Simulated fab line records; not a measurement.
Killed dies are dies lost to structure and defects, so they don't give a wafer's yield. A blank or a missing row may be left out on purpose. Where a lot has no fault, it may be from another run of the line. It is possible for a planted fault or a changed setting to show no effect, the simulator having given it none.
fab line records | flow n5_finfet
record: lots: 11 wafers: 33 last_day: 19
route steps=1938 shown BEOL_M11@1587 BEOL_M12@1614 PASSIVATION@1936
lots that met no fault: taken from a fault-free run of the same line
start_h: start of the lot's first displayed wafer, in hours after the record's first day | wait_h: hours elapsed since this lot's preceding step | " the same as in the row above | L1.1+2: several wafers, shown together as one row | - either no value or no given start | * or withheld: withheld | < > ~ a bound
route shown NAME@n: NAME is a module with steps in the file, n the number in the route of the first one | usual: the fault-free wafers' mean and standard deviation | same: alike in all rows | chamber/n: place in a boat | sites: readings site by site | _std_site: the values' standard deviation | _edge_site: inner sites' mean taken away from outer sites' mean | radius_mm: how far each site lies from the wafer's centre | mask NAME#n: copy n | behind: the most recent tool/chamber to have shaped the wafer | hold: why the lot was held/for how many hours/how that ended | device: transistor that didn't switch, given as n, p or np | end of line: tests of these same wafers at the route's end | a step with no rows: only its recipe | killed: the dies lost at the first sort to structure and to defects; this is not the yield of the wafer | map: a wafer's dies, marking killed ones x, the rest . and places with no die _
set.NAME: the setting as run; set.NAME@STEP: as run at that earlier step | model.NAME: the simulator's own value behind a step, which no gauge read
steps of the route over a sample of lots; a table a step, a row a wafer
services: from which hour (start_h, from the record's first day; less than 0 if before it) a tool's chamber was out of use, for how many hours, and why
== steps ==
step: N5_BEOL_M11_CURE_72
recipe: temp_c: 370 time_s: 120 ambient: DMADMS/He material: SiCOH_lowk
usual: lamp_power_pct: 52.31/0.056 wafer_temp_C_max: 371.8/0.69
columns lot.wafer tool chamber start_h wait_h lamp_power_pct wafer_temp_C_max
L238.1 uv_cure-02 1 266.71 0.2 52.23 371.6
L238.3 " 1 " " 52.22 371.9
L238.4 " 1 " " 52.43 372.2
L240.2 uv_cure-01 2 270.68 0.1 52.27 372.2
L240.4 " 2 " " 52.28 372.3
L240.5 " 2 " " 52.31 372.1
L242.1 uv_cure-03 1 278.89 0.0 52.24 372.6
L242.2 " 1 " " 52.25 372.0
L242.6 " 1 " " 52.36 372.1
L243.1 uv_cure-02 2 287.91 0.2 52.34 371.4
L243.3 " 2 " " 52.39 371.5
L243.4 " 2 " " 52.25 371.3
L244.2 uv_cure-01 1 302.15 0.1 52.32 370.7
L244.3 " 1 " " 52.35 370.8
L244.4 " 1 " " 52.28 370.9
L246.3 uv_cure-02 2 316.97 0.2 52.28 371.5
L246.5 " 2 " " 52.37 371.3
L246.6 " 2 " " 52.38 371.2
L247.4 uv_cure-02 0 332.92 0.2 52.28 372.7
L247.5 " 0 " " 52.36 371.6
L247.6 " 0 " " 52.34 371.8
L254.1 uv_cure-01 2 366.99 0.0 52.30 372.4
L254.2 " 2 " " 52.48 372.8
L254.5 " 2 " " 52.33 372.5
L257.2 uv_cure-01 0 370.62 0.1 52.29 371.6
L257.3 " 0 " " 52.33 371.8
L257.6 " 0 " " 52.29 371.4
L255.2 uv_cure-03 0 371.27 0.1 52.28 371.6
L255.4 " 0 " " 52.30 371.8
L255.5 " 0 " " 52.45 371.0
L259.3 uv_cure-03 1 407.55 0.2 52.27 373.0
L259.4 " 1 " " 52.36 372.3
L259.5 " 1 " " 52.38 372.9
step: N5_BEOL_M11_PRE_CLEAN_45
recipe: gas: H2/He time_s: 30 temp_c: 250
usual: heater_power_w: 332/23
columns lot.wafer tool chamber start_h wait_h heater_power_w
L238.1 pvd_sputter-03 - 267.23 0.0 335
L238.3 " - " " 331
L238.4 " - " " 310
L240.2 pvd_sputter-02 - 271.36 0.0 339
L240.4 " - " " 289
L240.5 " - " " 290
L242.1 pvd_sputter-03 - 280.03 0.0 350
L242.2 " - " " 315
L242.6 " - " " 357
L243.1 pvd_sputter-02 - 288.38 0.0 341
L243.3 " - " " 288
L243.4 " - " " 300
L244.2 pvd_sputter-02 - 303.80 0.0 340
L244.3 " - " " 292
L244.4 " - " " 291
L246.3 pvd_sputter-01 - 317.59 0.0 382
L246.5 " - " " 342
L246.6 " - " " 333
L247.4 pvd_sputter-03 - 334.77 0.0 327
L247.5 " - " " 353
L247.6 " - " " 335
L254.1 pvd_sputter-02 - 369.34 0.0 348
L254.2 " - " " 288
L254.5 " - " " 339
L257.2 pvd_sputter-01 - 370.99 0.0 366
L257.3 " - " " 340
L257.6 " - " " 339
L255.2 pvd_sputter-03 - 371.58 0.0 322
L255.4 " - " " 349
L255.5 " - " " 358
L259.3 pvd_sputter-01 - 408.43 0.0 353
L259.4 " - " " 342
L259.5 " - " " 351
step: N5_BEOL_M11_PRE_CLEAN_55
recipe: gas: NH3 time_s: 15 temp_c: withheld rf_power_w: 300
columns lot.wafer tool chamber start_h wait_h
L238.1+3+4 pecvd-01 0,0,2 269.08 0.0
L240.2+4+5 pecvd-04 2,1,0 272.84 0.0
L242.1+2+6 pecvd-02 0,1,1 281.54 0.0
L243.1+3+4 pecvd-04 1,0,1 290.04 0.0
L244.2+3+4 pecvd-02 0,2,2 306.11 0.0
L246.3+5+6 pecvd-01 0,2,0 319.28 0.0
L247.4+5+6 pecvd-02 2,1,0 336.26 0.0
L254.1+2+5 pecvd-01 1,2,2 371.04 0.0
L257.2+3+6 pecvd-04 0,2,0 374.28 0.0
L255.2+4+5 pecvd-02 2,1,0 374.47 0.0
L259.3+4+5 pecvd-01 0,1,2 410.32 0.0
step: N5_BEOL_M11_DEP_56
recipe: material: SiCN target_thk_a: 300 temp_c: withheld precursor: 3MS/NH3 pressure_torr: 3 rf_w: 675 time_s: 10.5
usual: showerhead_plenum_p_Torr: 4.158/0.015 throttle_valve_pct: 17.6/0.91
columns lot.wafer tool chamber start_h wait_h showerhead_plenum_p_Torr throttle_valve_pct
L238.1 pecvd-01 0 269.12 0.0 4.159 17.5
L238.3 " 0 " " 4.157 17.6
L238.4 " 2 " " 4.166 16.1
L240.2 pecvd-04 2 272.86 0.0 4.165 16.8
L240.4 " 1 " " 4.153 18.2
L240.5 " 0 " " 4.151 17.4
L242.1 pecvd-02 0 281.56 0.0 4.188 18.2
L242.2 " 1 " " 4.164 19.7
L242.6 " 1 " " 4.163 19.7
L243.1 pecvd-04 1 290.07 0.0 4.167 18.2
L243.3 " 0 " " 4.151 17.4
L243.4 " 1 " " 4.169 18.5
L244.2 pecvd-02 0 306.14 0.0 4.184 17.9
L244.3 " 2 " " 4.134 17.8
L244.4 " 2 " " 4.141 17.7
L246.3 pecvd-01 0 319.32 0.0 4.163 17.7
L246.5 " 2 " " 4.166 16.2
L246.6 " 0 " " 4.164 17.9
L247.4 pecvd-02 2 336.29 0.0 4.142 17.9
L247.5 " 1 " " 4.168 19.4
L247.6 " 0 " " 4.203 17.8
L254.1 pecvd-01 1 371.06 0.0 4.141 18.6
L254.2 " 2 " " 4.166 16.2
L254.5 " 2 " " 4.164 16.2
L257.2 pecvd-04 0 374.31 0.0 4.155 17.3
L257.3 " 2 " " 4.155 16.9
L257.6 " 0 " " 4.135 17.3
L255.2 pecvd-02 2 374.50 0.0 4.137 17.9
L255.4 " 1 " " 4.151 19.4
L255.5 " 0 " " 4.186 18.2
L259.3 pecvd-01 0 410.34 0.0 4.165 17.6
L259.4 " 1 " " 4.124 18.4
L259.5 " 2 " " 4.167 16.2
step: N5_BEOL_M11_INSPECT_58
recipe: inspect_instrument: darkfield mode: post_dep
usual: raw_defect_count: 70/23
columns lot.wafer tool chamber start_h wait_h raw_defect_count
L238.1 defect_inspect-01 - 269.23 0.0 143
L238.3 " - " " 46
L238.4 " - " " 79
L240.2 defect_inspect-01 - 272.95 0.0 57
L240.4 " - " " 91
L240.5 " - " " 59
L242.1 defect_inspect-02 - 281.65 0.0 36
L242.2 " - " " 40
L242.6 " - " " 23
L243.1 defect_inspect-02 - 290.16 0.0 89
L243.3 " - " " 81
L243.4 " - " " 47
L244.2 defect_inspect-02 - 306.23 0.0 78
L244.3 " - " " 91
L244.4 " - " " 69
L246.3 defect_inspect-02 - 319.41 0.0 71
L246.5 " - " " 45
L246.6 " - " " 64
L247.4 defect_inspect-02 - 336.36 0.0 479
L247.5 " - " " 416
L247.6 " - " " 519
L254.1 defect_inspect-02 - 371.15 0.0 56
L254.2 " - " " 54
L254.5 " - " " 64
L257.2 defect_inspect-02 - 374.40 0.0 44
L257.3 " - " " 66
L257.6 " - " " 50
L255.2 defect_inspect-02 - 374.59 0.0 494
L255.4 " - " " 412
L255.5 " - " " 480
L259.3 defect_inspect-02 - 410.43 0.0 100
L259.4 " - " " 115
L259.5 " - " " 111
step: N5_BEOL_M12_INSPECT_12
recipe: mode: adi inspect_instrument: macro
usual: raw_defect_count: 2.1/1.4
columns lot.wafer tool chamber start_h wait_h raw_defect_count
L238.1 defect_inspect-02 - 269.76 0.0 3
L238.3 " - " " 2
L238.4 " - " " 1
L240.2 defect_inspect-02 - 273.60 0.0 4
L240.4 " - " " 2
L240.5 " - " " 2
L242.1 defect_inspect-01 - 282.18 0.0 4
L242.2 " - " " 0
L242.6 " - " " 1
L243.1 defect_inspect-02 - 290.86 0.0 3
L243.3 " - " " 3
L243.4 " - " " 1
L244.2 defect_inspect-01 - 306.88 0.0 1
L244.3 " - " " 3
L244.4 " - " " 4
L246.3 defect_inspect-02 - 320.06 0.0 0
L246.5 " - " " 2
L246.6 " - " " 2
L247.4 defect_inspect-01 - 337.02 0.0 >300
L247.5 " - " " >300
L247.6 " - " " >300
L254.1 defect_inspect-02 - 371.68 0.0 1
L254.2 " - " " 1
L254.5 " - " " 0
L257.2 defect_inspect-01 - 375.05 0.0 0
L257.3 " - " " 3
L257.6 " - " " 1
L255.2 defect_inspect-02 - 375.24 0.0 >300
L255.4 " - " " >300
L255.5 " - " " >300
L259.3 defect_inspect-01 - 411.08 0.0 3
L259.4 " - " " 2
L259.5 " - " " 2
step: N5_PASSIVATION_PROBE_49
usual: defect_limited_yield: 91.0/1.6 killed_at_M0_to_M3: 35/11 killed_at_M4_up: 14/5.1 killed_at_contacts: 12/6.6 killed_at_front_end: 41/12 killed_at_other: 4/3 killed_dies: 107/19 killed_open: 70/15 killed_short: 35/8.5 sort_bin_5_function: 5.3/1 sort_bin_6_memory: 3.4/0.73 sort_n_pass: 1073/19 sort_yield_pct: 91.0/1.6
same: gross_dies: 1180 killed_at_back_side: 0 sort_bin_4_leakage[%]: 0 sort_bin_8_speed[%]: 0
columns lot.wafer tool chamber start_h wait_h defect_limited_yield[%] killed_at_M0_to_M3 killed_at_M4_up killed_at_contacts killed_at_front_end killed_at_other killed_dies killed_open killed_short sort_bin_5_function[%] sort_bin_6_memory[%] sort_n_pass sort_yield_pct[%]
L238.1 prober-01 - 319.03 0.0 92.5 26 14 13 35 0 88 57 29 4.7 2.3 1092 92.5
L238.3 prober-01 - 319.13 0.1 89.1 35 11 13 64 6 129 87 38 6.6 3.8 1051 89.1
L238.4 prober-01 - 319.18 0.2 93.6 27 7 8 31 3 76 44 31 3.1 3.1 1104 93.6
L240.2 prober-02 - 319.71 0.1 89.8 43 10 18 40 9 120 79 40 6.0 3.6 1060 89.8
L240.4 prober-02 - 319.81 0.2 90.6 48 13 12 34 4 111 67 42 5.2 3.7 1069 90.6
L240.5 prober-02 - 319.86 0.2 88.7 58 12 14 45 4 133 93 40 6.8 4.2 1047 88.7
L242.1 prober-01 - 322.45 0.0 91.1 39 14 13 33 6 105 78 26 5.2 3.4 1075 91.1
L242.2 prober-01 - 322.50 0.1 91.9 22 13 12 46 2 95 67 28 5.3 2.5 1085 91.9
L242.6 prober-01 - 322.70 0.3 89.3 25 16 20 60 5 126 92 32 5.8 4.7 1054 89.3
L243.1 prober-01 - 332.32 0.0 90.3 40 14 10 46 4 114 82 30 5.8 3.8 1066 90.3
L243.3 prober-01 - 332.42 0.1 90.5 38 19 12 41 2 112 75 33 5.2 3.9 1068 90.5
L243.4 prober-01 - 332.47 0.2 90.3 32 10 14 58 0 114 79 35 5.3 3.8 1066 90.3
L244.2 prober-01 - 348.26 0.1 91.8 20 13 13 51 0 97 60 37 4.8 3.1 1083 91.8
L244.3 prober-01 - 348.31 0.1 91.9 21 9 13 51 2 96 68 28 5.4 2.5 1084 91.9
L244.4 prober-01 - 348.36 0.2 89.9 27 12 12 67 1 119 75 42 4.9 4.6 1061 89.9
L246.3 prober-01 - 361.43 0.1 91.0 26 22 5 48 5 106 73 32 5.3 3.5 1074 91.0
L246.5 prober-01 - 361.53 0.2 89.9 31 14 24 44 6 119 92 26 5.8 4.1 1061 89.9
L246.6 prober-01 - 361.58 0.3 88.7 32 14 4 75 8 133 98 35 7.9 3.2 1047 88.7
L247.4 prober-02 - 377.21 0.2 83.6 33 123 10 27 0 193 60 21 11.2 3.6 987 83.6
L247.5 prober-02 - 377.26 0.2 81.7 27 124 18 44 3 216 77 21 11.6 4.7 964 81.7
L247.6 prober-02 - 377.31 0.3 82.1 48 124 14 22 3 211 69 30 11.6 4.8 969 82.1
L254.1 prober-01 - 407.03 0.0 88.7 30 21 12 67 3 133 78 53 7.2 3.7 1047 88.7
L254.2 prober-01 - 407.08 0.1 92.4 30 9 3 45 3 90 61 28 4.2 3.1 1090 92.4
L254.5 prober-01 - 407.23 0.2 90.6 34 8 5 58 6 111 59 52 4.4 4.7 1069 90.6
L255.2 prober-02 - 415.84 0.1 84.5 31 119 11 17 5 183 44 27 9.4 3.5 997 84.5
L255.4 prober-02 - 415.94 0.2 84.1 34 115 7 30 2 188 51 27 10.3 4.2 992 84.1
L255.5 prober-02 - 415.99 0.2 82.7 20 127 14 38 5 204 42 50 10.5 4.0 976 82.7
L257.2 prober-01 - 419.79 0.1 90.3 37 28 5 40 4 114 78 33 5.5 3.5 1066 90.3
L257.3 prober-01 - 419.84 0.1 91.9 17 19 3 54 3 96 60 35 4.7 2.9 1084 91.9
L259.3 prober-01 - 463.52 0.1 92.0 30 14 14 32 4 94 63 29 4.6 3.0 1086 92.0
L259.4 prober-01 - 463.57 0.2 93.1 32 13 12 20 4 81 59 21 3.9 3.0 1099 93.1
L259.5 prober-01 - 463.62 0.2 93.1 19 7 26 17 13 82 54 28 4.7 2.0 1098 93.1
killed by level:class
L238.1 MOL_CONTACT_COAG:geometric_particle:open=11 STI_FIN_REVEAL:geometric_particle:open=9 STARTING-WAFER:geometric_particle:short=6 BEOL_M0:geometric_particle:open=6 GATE_CUT:geometric_particle:short=5 BEOL_M1:geometric_particle:open=5 BEOL_M0_SAQP:geometric_particle:open=4 BEOL_M0_SAQP:geometric_particle:short=4
L238.3 STI_FIN_REVEAL:geometric_particle:open=24 BEOL_M3:geometric_particle:open=14 MOL_CONTACT_COAG:geometric_particle:open=13 FIN_SAQP:geometric_particle:open=12 FIN_SAQP:geometric_particle:short=10 BEOL_M0:geometric_particle:short=6 BEOL_M4:coat_microbubble_printed=4 BEOL_M0_SAQP:geometric_particle:open=4
L238.4 FIN_SAQP:geometric_particle:short=8 MOL_CONTACT_COAG:geometric_particle:open=7 BEOL_M0:geometric_particle:short=7 STI_FIN_REVEAL:geometric_particle:open=5 BEOL_M0_SAQP:geometric_particle:short=5 BEOL_M2:geometric_particle:open=5 STARTING-WAFER:geometric_particle:open=5 BEOL_M4:geometric_particle:open=4
L240.2 MOL_CONTACT_COAG:geometric_particle:open=12 STI_FIN_REVEAL:geometric_particle:open=11 BEOL_M0_SAQP:geometric_particle:short=11 BEOL_M0_SAQP:geometric_particle:open=9 BEOL_M3:geometric_particle:open=7 FIN_SAQP:geometric_particle:open=6 MOL_CONTACT_COAG:geometric_particle:short=6 FIN_SAQP:geometric_particle:short=5
L240.4 BEOL_M0_SAQP:geometric_particle:short=16 BEOL_M0_SAQP:geometric_particle:open=14 MOL_CONTACT_COAG:geometric_particle:open=10 STI_FIN_REVEAL:geometric_particle:open=8 FIN_SAQP:geometric_particle:short=5 BEOL_M1:geometric_particle:open=5 BEOL_M4:geometric_particle:open=5 GATE_CUT:geometric_particle:open=4
L240.5 STI_FIN_REVEAL:geometric_particle:open=17 BEOL_M0_SAQP:geometric_particle:open=17 BEOL_M0_SAQP:geometric_particle:short=15 MOL_CONTACT_COAG:geometric_particle:open=10 BEOL_M1:geometric_particle:open=9 BEOL_M4:geometric_particle:open=7 FIN_SAQP:geometric_particle:open=6 FIN_SAQP:geometric_particle:short=6
L242.1 BEOL_M1:geometric_particle:open=14 MOL_CONTACT_COAG:geometric_particle:open=11 STI_FIN_REVEAL:geometric_particle:open=10 BEOL_M0:geometric_particle:open=6 FIN_SAQP:geometric_particle:short=5 BEOL_M0_SAQP:geometric_particle:open=5 GATE_CUT:geometric_particle:short=5 MIM_TOP_ETCH:geometric_particle:open=5
L242.2 MOL_CONTACT_COAG:geometric_particle:open=11 FIN_SAQP:geometric_particle:open=10 STI_FIN_REVEAL:geometric_particle:open=8 FIN_SAQP:geometric_particle:short=7 BEOL_M1:geometric_particle:open=7 STARTING-WAFER:geometric_particle:short=5 GATE_CUT:geometric_particle:open=4 BEOL_M0_SAQP:geometric_particle:open=4
L242.6 STI_FIN_REVEAL:geometric_particle:open=17 MOL_CONTACT_COAG:geometric_particle:open=14 BEOL_M2:geometric_particle:open=11 FIN_SAQP:geometric_particle:open=6 SPACER0:geometric_particle:open=6 MOL_CONTACT_COAG:geometric_particle:short=6 STI_FIN_REVEAL:geometric_particle:short=4 SPACER0:geometric_particle:short=4
L243.1 STI_FIN_REVEAL:geometric_particle:open=13 BEOL_M0_SAQP:geometric_particle:open=10 MOL_CONTACT_COAG:geometric_particle:open=9 FIN_SAQP:geometric_particle:open=8 DUMMY_GATE:geometric_particle:open=8 BEOL_M0_SAQP:geometric_particle:short=7 BEOL_M1:geometric_particle:open=6 BEOL_M2:geometric_particle:open=5
L243.3 BEOL_M0_SAQP:geometric_particle:open=14 STI_FIN_REVEAL:geometric_particle:open=12 MOL_CONTACT_COAG:geometric_particle:open=11 BEOL_M4:geometric_particle:open=7 ILD0:geometric_particle:open=6 GATE_CUT:geometric_particle:short=5 BEOL_M3:geometric_particle:open=5 BEOL_M3:geometric_particle:short=5
L243.4 FIN_SAQP:geometric_particle:open=17 STI_FIN_REVEAL:geometric_particle:open=12 MOL_CONTACT_COAG:geometric_particle:open=12 BEOL_M0_SAQP:geometric_particle:open=12 BEOL_M0_SAQP:geometric_particle:short=9 FIN_SAQP:geometric_particle:short=6 DUMMY_GATE:geometric_particle:open=6 ILD0:geometric_particle:open=3
L244.2 FIN_SAQP:geometric_particle:short=15 FIN_SAQP:geometric_particle:open=12 MOL_CONTACT_COAG:geometric_particle:open=10 BEOL_M4:geometric_particle:open=8 BEOL_M2:geometric_particle:open=5 BEOL_M3:geometric_particle:open=5 BEOL_M3:geometric_particle:short=5 STARTING-WAFER:geometric_particle:short=5
L244.3 FIN_SAQP:geometric_particle:open=13 MOL_CONTACT_COAG:geometric_particle:open=11 FIN_SAQP:geometric_particle:short=10 STI_FIN_REVEAL:geometric_particle:open=7 BEOL_M0:geometric_particle:open=6 DUMMY_GATE:geometric_particle:open=5 ILD0:geometric_particle:short=5 BEOL_M1:geometric_particle:open=5
L244.4 FIN_SAQP:geometric_particle:short=20 STI_FIN_REVEAL:geometric_particle:open=18 FIN_SAQP:geometric_particle:open=12 MOL_CONTACT_COAG:geometric_particle:open=9 BEOL_M3:geometric_particle:open=7 BEOL_M4:geometric_particle:open=5 STI_FIN_REVEAL:geometric_particle:short=4 DUMMY_GATE:geometric_particle:open=4
L246.3 FIN_SAQP:geometric_particle:open=15 STI_FIN_REVEAL:geometric_particle:open=12 BEOL_M2:geometric_particle:open=7 BEOL_M0_SAQP:geometric_particle:short=6 BEOL_M4:geometric_particle:open=6 BEOL_M3:geometric_particle:open=6 FIN_SAQP:geometric_particle:short=5 MOL_CONTACT_COAG:geometric_particle:short=4
L246.5 MOL_CONTACT_COAG:geometric_particle:open=22 STI_FIN_REVEAL:geometric_particle:open=14 FIN_SAQP:geometric_particle:open=9 FIN_SAQP:geometric_particle:short=8 BEOL_M3:geometric_particle:open=7 BEOL_M2:geometric_particle:open=6 DUMMY_GATE:geometric_particle:open=5 BEOL_M1:geometric_particle:open=5
L246.6 STI_FIN_REVEAL:geometric_particle:open=36 DUMMY_GATE:geometric_particle:open=11 FIN_SAQP:geometric_particle:open=8 BEOL_M2:geometric_particle:open=7 FIN_SAQP:geometric_particle:short=5 BEOL_M0_SAQP:geometric_particle:short=5 BEOL_M1:geometric_particle:open=5 STI_FIN_REVEAL:geometric_particle:short=4
L247.4 BEOL_M11:unspecified=110 BEOL_M0_SAQP:geometric_particle:open=14 MOL_CONTACT_COAG:geometric_particle:open=9 BEOL_M8:geometric_particle:open=7 DUMMY_GATE:geometric_particle:open=5 BEOL_M0_SAQP:geometric_particle:short=5 BEOL_M2:geometric_particle:open=5 STI_FIN_REVEAL:geometric_particle:open=4
L247.5 BEOL_M11:unspecified=118 STI_FIN_REVEAL:geometric_particle:open=16 MOL_CONTACT_COAG:geometric_particle:open=16 FIN_SAQP:geometric_particle:open=9 BEOL_M0_SAQP:geometric_particle:open=8 BEOL_M2:geometric_particle:open=6 FIN_SAQP:geometric_particle:short=5 DUMMY_GATE:geometric_particle:open=5
L247.6 BEOL_M11:unspecified=112 BEOL_M0_SAQP:geometric_particle:open=15 MOL_CONTACT_COAG:geometric_particle:open=11 BEOL_M2:geometric_particle:open=9 BEOL_M0_SAQP:geometric_particle:short=8 FIN_SAQP:geometric_particle:open=7 BEOL_M0:geometric_particle:open=7 BEOL_M4:geometric_particle:open=7
L254.1 STI_FIN_REVEAL:geometric_particle:open=23 FIN_SAQP:geometric_particle:short=13 BEOL_M4:geometric_particle:open=11 BEOL_M2:geometric_particle:open=9 GATE_CUT:geometric_particle:short=8 MOL_CONTACT_COAG:geometric_particle:short=6 MOL_CONTACT_COAG:geometric_particle:open=6 FIN_SAQP:geometric_particle:open=5
L254.2 STI_FIN_REVEAL:geometric_particle:open=10 FIN_SAQP:geometric_particle:open=9 BEOL_M0:geometric_particle:open=6 BEOL_M1:geometric_particle:open=6 FIN_SAQP:geometric_particle:short=5 GATE_CUT:geometric_particle:short=5 BEOL_M0_SAQP:geometric_particle:open=5 BEOL_M3:geometric_particle:open=4
L254.5 FIN_SAQP:geometric_particle:short=16 FIN_SAQP:geometric_particle:open=13 BEOL_M3:geometric_particle:open=11 STI_FIN_REVEAL:geometric_particle:open=10 BEOL_M0_SAQP:geometric_particle:short=10 ILD0:geometric_particle:short=7 BEOL_M0_SAQP:geometric_particle:open=4 BEOL_M3:geometric_particle:short=4
L255.2 BEOL_M11:unspecified=111 BEOL_M3:geometric_particle:open=11 MOL_CONTACT_COAG:geometric_particle:open=10 BEOL_M0_SAQP:geometric_particle:short=7 BEOL_M0_SAQP:geometric_particle:open=4 BEOL_M4:geometric_particle:short=4 PASS1_CAP:geometric_particle:open=4 BEOL_M2:geometric_particle:short=3
L255.4 BEOL_M11:unspecified=108 BEOL_M0_SAQP:geometric_particle:open=8 MOL_CONTACT_COAG:geometric_particle:open=7 BEOL_M0_SAQP:geometric_particle:short=7 BEOL_M3:geometric_particle:open=7 FIN_SAQP:geometric_particle:short=6 FIN_SAQP:geometric_particle:open=5 BEOL_M2:geometric_particle:open=5
L255.5 BEOL_M11:unspecified=111 BEOL_M0_SAQP:geometric_particle:short=11 MOL_CONTACT_COAG:geometric_particle:open=9 FIN_SAQP:geometric_particle:short=8 GATE_CUT:geometric_particle:short=7 MOL_CONTACT_COAG:geometric_particle:short=5 BEOL_M4:geometric_particle:short=5 BEOL_M0_SAQP:geometric_particle:open=4
L257.2 BEOL_M4:geometric_particle:open=17 FIN_SAQP:geometric_particle:open=14 BEOL_M0_SAQP:geometric_particle:short=9 FIN_SAQP:geometric_particle:short=8 BEOL_M3:geometric_particle:open=7 BEOL_M1:geometric_particle:open=7 BEOL_M2:geometric_particle:open=6 BEOL_M0_SAQP:geometric_particle:open=4
L257.3 FIN_SAQP:geometric_particle:open=16 FIN_SAQP:geometric_particle:short=9 STI_FIN_REVEAL:geometric_particle:open=9 BEOL_M4:geometric_particle:open=7 BEOL_M3:geometric_particle:open=6 BEOL_M5:geometric_particle:short=6 BEOL_M0_SAQP:geometric_particle:short=5 STARTING-WAFER:geometric_particle:open=4
L259.3 DUMMY_GATE:geometric_particle:open=12 MOL_CONTACT_COAG:geometric_particle:open=10 BEOL_M0_SAQP:geometric_particle:open=7 BEOL_M0_SAQP:geometric_particle:short=6 BEOL_M3:geometric_particle:open=6 STARTING-WAFER:geometric_particle:open=5 BEOL_M4:geometric_particle:open=5 MOL_CONTACT_COAG:geometric_particle:short=4
L259.4 BEOL_M0_SAQP:geometric_particle:open=17 MOL_CONTACT_COAG:geometric_particle:open=12 BEOL_M4:geometric_particle:open=9 BEOL_M0_SAQP:geometric_particle:short=7 FIN_SAQP:geometric_particle:short=5 STARTING-WAFER:geometric_particle:open=4 FIN_SAQP:geometric_particle:open=3 BEOL_M5:geometric_particle:open=3
L259.5 MOL_CONTACT_COAG:geometric_particle:open=21 BEOL_M0_SAQP:geometric_particle:short=7 MOL_CONTACT_COAG:geometric_particle:short=5 BEOL_M4:geometric_particle:open=5 DUMMY_GATE:geometric_particle:open=4 BEOL_M0_SAQP:geometric_particle:open=4 GATE_CUT:geometric_particle:short=3 BEOL_M2:geometric_particle:open=3
== services ==
columns tool chamber start_h hours kind
uv_cure-03 - 244.59 2.8 pm
uv_cure-02 - 246.83 2.1 pm
pecvd-01 1 247.33 8.2 repair
uv_cure-02 - 249.54 1.0 pm
pecvd-02 1 251.49 5.0 scheduled_down
pecvd-04 - 251.81 1.5 repair
pecvd-01 2 257.10 2.0 repair
uv_cure-01 - 265.93 2.8 pm
pvd_sputter-02 - 277.88 6.1 repair
pecvd-02 1 288.34 2.1 scheduled_down
pvd_sputter-03 - 298.65 1.0 repair
pecvd-01 1 309.99 16.9 repair
pecvd-02 - 310.81 0.5 repair
pecvd-04 0 328.19 19.8 repair
pecvd-04 2 349.28 2.9 repair
pecvd-04 - 359.94 3.2 repair
pecvd-02 1 365.53 5.5 scheduled_down
pvd_sputter-02 - 366.77 0.8 repair
pvd_sputter-01 - 376.77 2.2 repair
pecvd-02 1 383.62 - clean
pecvd-02 1 383.62 - consumable_replace:showerhead
pecvd-02 1 383.62 29.0 scheduled_down
uv_cure-03 - 388.93 2.1 pm
uv_cure-01 - 391.27 2.1 pm
== key ==
first_sign: step: N5_BEOL_M11_INSPECT_58 reading: raw_defect_count direction: up sigmas: 17 usual: 70 struck: 467
effect: step: N5_BEOL_M12_INSPECT_12 reading: raw_defect_count direction: up sigmas: 99+ usual: 2.1 struck: >300
effect: step: N5_PASSIVATION_PROBE_49 reading: killed_at_M4_up direction: up sigmas: 21 usual: 14 struck: 122
more_kills_born_at: N5_BEOL_M11_PRE_CLEAN_55@pecvd-02: 670
met_at N5_BEOL_M11_PRE_CLEAN_55
struck_lots L247,L255
not_acting_at N5_BEOL_M11_CURE_72,N5_BEOL_M11_PRE_CLEAN_45,N5_BEOL_M11_DEP_56
onset_between 306.11 336.26
fault: kind: chamber_particle_source tool: pecvd-02 chamber: - onset_h: 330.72 steps: N5_BEOL_M11_PRE_CLEAN_55 rate_per_visit_cm2: 0.6121 end_h: 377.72
